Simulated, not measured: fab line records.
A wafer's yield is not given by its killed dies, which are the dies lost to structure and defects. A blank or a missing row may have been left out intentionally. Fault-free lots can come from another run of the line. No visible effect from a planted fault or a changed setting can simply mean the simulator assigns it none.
The same fault as seen by 2 desks ; flow n5-finfet ; every desk sees just its own numbers, and what lay behind them comes last

FROM THE METROLOGY DESK
Lot by lot, what the gauges showed, no matter which tool ran the lot: averages of those sampled wafers that carry a number. The brackets show how far a lot's mean lies from the usual mean; more than 4 standard deviations puts the lot out of limits, marked OUT. Only the readings that lie furthest out on some lot appear, 7 of the 10 it has.
Columns: A = DIBL_P at N5_BEOL_M4_RC_MEAS_101, usual 36.5 mV/V; B = IOFF_N at N5_BEOL_M4_RC_MEAS_101, usual 0.162 nA/um; C = IOFF_P at N5_BEOL_M4_RC_MEAS_101, usual 0.221 nA/um; D = ION_P at N5_BEOL_M4_RC_MEAS_101, usual 466 uA/um; E = SS_N at N5_BEOL_M4_RC_MEAS_101, usual 71.6 mV/dec; F = SS_P at N5_BEOL_M4_RC_MEAS_101, usual 73.3 mV/dec; G = VT_P at N5_BEOL_M4_RC_MEAS_101, usual -249 mV
lot;first seen here;A;B;C;D;E;F;G
L185;day 10 11:47;38.4;0.167;0.249;473;71.7;73.4;-247
L187;day 10 19:10;33.6;0.135;0.209;464;71.8;72.4;-248
L188;day 11 01:40;39.3;0.195;0.241;469;71.4;74.0;-247
L189;day 11 11:25;37.5;0.160;0.248;472;72.2;73.7;-245
L194;day 12 02:00;37.4;0.171;0.231;462;71.9;73.6;-249
L196;day 13 02:02;37.0;0.180;0.258;463;72.3;73.2;-245
L198;day 13 03:07;36.1;0.157;0.218;461;71.6;73.3;-249
L202;day 14 11:44;37.8;0.170;0.234;467;72.2;73.2;-247
L206;day 15 21:52;34.6;0.167;0.241;476;71.4;72.8;-244
Result from this desk: across the 9 lots, nothing is out of limits.

THE TOOL OWNER'S DESK: rie-diel-06
The tool's own readings at N5_MOL_CONTACT_COAG_ETCH_105 (etches SiARC in CF4, target depth 15.6 nm, time 26 s): means of the sampled wafers that have a number, for each lot that ran on this tool. The brackets show how far a lot's mean lies from the usual mean; more than 4 standard deviations puts the lot out of limits, marked OUT.
Columns: A = cf4-flow-sccm at N5_MOL_CONTACT_COAG_ETCH_105, usual 99.99 sccm; B = drypump-motor-current-A at N5_MOL_CONTACT_COAG_ETCH_105, usual 5.8 A; C = etch-rf-on-time-s at N5_MOL_CONTACT_COAG_ETCH_105, usual 25.85 s; D = oes-product-au at N5_MOL_CONTACT_COAG_ETCH_105, usual 0.68 a.u.; E = rf-vpp-V at N5_MOL_CONTACT_COAG_ETCH_105, usual 184.4 V; F = showerhead-plenum-p-Torr at N5_MOL_CONTACT_COAG_ETCH_105, usual 2.17 Torr; G = throttle-valve-pct at N5_MOL_CONTACT_COAG_ETCH_105, usual 15.62 %
lot;first seen here;A;B;C;D;E;F;G
L187;day 5 11:28;99.78;5.6;25.81;0.68;184.6;2.18;15.62
L188;day 5 13:14;99.91;5.5;25.99;0.67;184.4;2.18;15.63
L196;day 8 04:53;99.78;5.9;19.38 (-22) OUT;0.76;183.6;2.14;15.65
L198;day 8 07:30;99.52;5.8;23.65 (-7.6) OUT;0.74;183.9;2.16;15.70
This desk finds L196, L198 out of limits, L196 being first, at day 8 04:53 (etch-rf-on-time-s at N5_MOL_CONTACT_COAG_ETCH_105). L187, L188 stayed within limits.

BROUGHT TOGETHER
An alarm could have come from the tool owner's desk at day 8 04:53, on L196, L198.
At the metrology desk, nothing out of limits was observed.
The metrology desk holds a record of L196, L198, inside its limits.
All the named lots went through N5_MOL_CONTACT_COAG_ETCH_105 on rie-diel-06.

WHAT THE SIMULATOR PUT IN
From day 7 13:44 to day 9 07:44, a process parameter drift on rie-diel-06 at N5_MOL_CONTACT_COAG_ETCH_105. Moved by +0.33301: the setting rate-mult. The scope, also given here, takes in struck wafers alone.
Lots struck among those shown: L196, L198.
Delay in hours, fault start to first out-of-limits reading, by desk: the tool owner's desk at 15.
